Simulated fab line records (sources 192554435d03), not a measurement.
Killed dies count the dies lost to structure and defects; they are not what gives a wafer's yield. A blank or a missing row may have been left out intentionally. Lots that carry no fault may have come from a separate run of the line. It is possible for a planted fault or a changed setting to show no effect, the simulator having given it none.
Struck lot and sound lot, side by side ; flow n5-finfet ; 14 steps out of a route of 1938
Sound: the wafers L425.1, L425.2, L425.4. Wafers L439.2, L439.5, L439.6 were the ones struck. The cause is named last.
For every step that has rows: the tool of each side, followed by ch and its chambers, followed by its first start. Under that, the readings that differ: sound wafers ; struck wafers ; difference of the means ; sigmas: that difference in standard deviations of wafers without a fault.
alike: same words and numbers on both sides, and readings whose means sit less than 2 such deviations apart. not compared: any withheld reading, any reading some wafer has no value for, any bound like >300 that may hide the same value, and any number with overlapping values for which the record gives no deviation.
The two part at a step that has a row with sigmas, a row that says differs or no value, or rows on one side only. When numbers do not overlap yet have no deviation, they are printed without sigmas and do not part them. Lack of a reading on every wafer of one side parts them only where that side has two or more wafers.

N5_BEOL_M10_ANNEAL_51: time 90 s.
  sound on rtp-anneal-01 ch 0, day 11 02:35; struck on rtp-anneal-02 ch 0, day 14 00:22
  alike: wafer_temp_C_max
N5_BEOL_M10_CMP_52: polishes, stops on SiCOH lowk, t overpolish 7 s, target thk 140 nm.
  sound on cmp-01 ch 1,2,3, day 11 02:53; struck on cmp-02 ch 1,2,3, day 14 00:41
  alike: barrier-field-endpoint-s, motor-current-A, overpolish-run-s, time-to-endpoint-s
N5_BEOL_M10_THK_MEAS_53: measures by xrf.
  sound: film-metro-01 at day 11 03:11; struck: film-metro-02 at day 14 00:55
  alike: M10_THK
then, 2 steps without rows for these wafers: N5_BEOL_M10_PRE_CLEAN_55 (time 15 s); N5_BEOL_M10_DEP_56 (deposits SiCN from 3MS/NH3, target thk 15 nm, time 26.5 s).
N5_BEOL_M10_RS_MEAS_57: measures by four-point-probe.
  sound: film-metro-02 at day 11 03:19; struck: film-metro-01 at day 14 01:02
  alike: M10_RS
N5_BEOL_M10_INSPECT_58: inspects for defects (darkfield).
  sound: defect-inspect-02 at day 11 03:20; struck: defect-inspect-02 at day 14 01:04
  alike: raw-defect-count
N5_BEOL_M11_ILD_DEP_00: deposits SiCOH lowk from DEMS/porogen, target thk 308.51 nm, time 58 s.
  sound on pecvd-03 ch 0,1,2, day 11 03:22; struck on pecvd-02 ch 0,1,2, day 14 01:06
  alike: heater-power-w, showerhead-plenum-p-Torr, throttle-valve-pct
then, 1 step without rows for these wafers: N5_BEOL_M11_CURE_71 (cures SiCOH lowk, time 240 s).
N5_BEOL_M11_THK_MEAS_01:
  sound: film-metro-01 at day 11 05:35; struck: film-metro-01 at day 14 01:49
  alike: M11_ILD_THK
N5_BEOL_M11_PECVD_70: deposits SiO2 from TEOS/O2, target thk 20 nm, time 22.7 s.
  sound on pecvd-04 ch 1,2, day 11 05:37; struck on pecvd-04 ch 0,1,2, day 14 01:52
  alike: heater-power-w, showerhead-plenum-p-Torr, throttle-valve-pct
N5_BEOL_M11_HM_DEP_02: deposits TiN, target thk 20 nm.
  sound: pvd-sputter-02 at day 11 07:10; struck: pvd-sputter-03 at day 14 03:33
  alike: throttle-valve-pct
N5_BEOL_M11_COAT_59: time 60 s, resist thk 100 nm.
  sound on litho-track-05 ch 0, day 11 07:17; struck on litho-track-01 ch 0, day 14 03:40
reading;sound;struck;difference;sigmas
heater-power-total-W (W);501.8 500.1 500.1;465.6 462.9 465.9;-35.9;-20
plate-temp-C (C);249.79 249.95 249.77;235.70 235.82 235.76;-14.08;-88
  alike: model.SOC_of_BEOL_M11_COAT_59.thk-nm
then, 1 step without rows for these wafers: N5_BEOL_M11_COAT_60 (time 60 s, resist thk 30 nm).

## WHERE THEY PART
Only at N5_BEOL_M11_COAT_59, within this record.

WHY: the cause the simulator had injected
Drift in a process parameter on litho-track-01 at N5_BEOL_M11_COAT_59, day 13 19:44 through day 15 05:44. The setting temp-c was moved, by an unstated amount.
